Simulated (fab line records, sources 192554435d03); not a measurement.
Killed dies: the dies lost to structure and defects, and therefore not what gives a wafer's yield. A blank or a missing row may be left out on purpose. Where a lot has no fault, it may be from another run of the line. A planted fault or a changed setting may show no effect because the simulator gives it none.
One fault seen from 2 desks :: flow n5Finfet :: each desk holds nothing but its own numbers, with what lay behind them at the end

## FROM THE METROLOGY DESK
Means of the sampled wafers that have a number, per lot and without regard to the tool the lot ran on: this is what the gauges read. Marked OUT: a lot whose mean sits more than 4 standard deviations from the usual mean, which makes it out of limits; the brackets give that distance. Shown here are 7 of its 10 readings, the ones lying furthest out on some lot.
Columns: A = DIBL_N at N5_BEOL_M4_RC_MEAS_101, usual 35.9 mV/V; B = DIBL_P at N5_BEOL_M4_RC_MEAS_101, usual 36.2 mV/V; C = IOFF_P at N5_BEOL_M4_RC_MEAS_101, usual 0.22 nA/um; D = ION_P at N5_BEOL_M4_RC_MEAS_101, usual 465 uA/um; E = SS_N at N5_BEOL_M4_RC_MEAS_101, usual 71.4 mV/dec; F = SS_P at N5_BEOL_M4_RC_MEAS_101, usual 73.2 mV/dec; G = VT_P at N5_BEOL_M4_RC_MEAS_101, usual -250 mV
lot: L607
first seen here: day 8 04:23
A: 35.9
B: 36.0
C: 0.25
D: 475
E: 71.1
F: 72.9
G: -246

lot: L614
first seen here: day 9 22:11
A: 35.6
B: 34.4
C: 0.22
D: 464
E: 71.4
F: 73.0
G: -248

lot: L616
first seen here: day 10 02:59
A: 36.4
B: 36.8
C: 0.25
D: 471
E: 71.0
F: 73.1
G: -244

lot: L618
first seen here: day 11 02:14
A: 36.8
B: 35.7
C: 0.21
D: 459
E: 72.1
F: 73.4
G: -250

lot: L619
first seen here: day 11 03:49
A: 34.4
B: 35.0
C: 0.20
D: 463
E: 71.4
F: 73.7
G: -249

lot: L620
first seen here: day 11 12:02
A: 33.5
B: 34.7
C: 0.18
D: 461
E: 70.8
F: 72.8
G: -253

lot: L625
first seen here: day 12 20:40
A: 38.5
B: 38.9
C: 0.27
D: 470
E: 70.8
F: 74.3
G: -245

lot: L626
first seen here: day 13 02:40
A: 38.0
B: 39.0
C: 0.26
D: 470
E: 72.3
F: 73.7
G: -246

lot: L627
first seen here: day 13 04:31
A: 37.3
B: 38.0
C: 0.27
D: 477
E: 71.5
F: 73.3
G: -247

lot: L629
first seen here: day 13 20:48
A: 36.7
B: 36.4
C: 0.23
D: 471
E: 71.3
F: 73.4
G: -248
Result from this desk: across the 10 lots, nothing is out of limits.

## FOR THE TOOL OWNER'S DESK: euvScanner-02
The tool's own readings at N5_BEOL_M5_EXPOSE_25 (exposes mask V4, defocus 10 nm): means of the sampled wafers that have a number, for each lot that ran on this tool. Marked OUT: a lot whose mean sits more than 4 standard deviations from the usual mean, which makes it out of limits; the brackets give that distance.
Columns: A = reticleTempC at N5_BEOL_M5_EXPOSE_25, usual 23.01 C; B = stageMsdNm at N5_BEOL_M5_EXPOSE_25, usual 0.84 nm
lot: L614
first seen here: day 10 01:36
A: 22.97
B: 0.81

lot: L616
first seen here: day 10 07:24
A: 22.94
B: 0.80

lot: L618
first seen here: day 11 07:12
A: 22.89
B: 0.80

lot: L619
first seen here: day 11 12:16
A: 22.95
B: 0.80

lot: L620
first seen here: day 11 18:25
A: 23.06
B: 0.80

lot: L625
first seen here: day 13 01:10
A: 23.11
B: 0.79

lot: L627
first seen here: day 13 08:11
A: 22.95
B: 0.79
Result from this desk: across the 7 lots, nothing is out of limits.

## PUT TOGETHER
Metrology desk: nothing out of limits seen.
Nothing out of limits was seen by the tool owner's desk.

## WHAT WAS PUT IN BY THE SIMULATOR
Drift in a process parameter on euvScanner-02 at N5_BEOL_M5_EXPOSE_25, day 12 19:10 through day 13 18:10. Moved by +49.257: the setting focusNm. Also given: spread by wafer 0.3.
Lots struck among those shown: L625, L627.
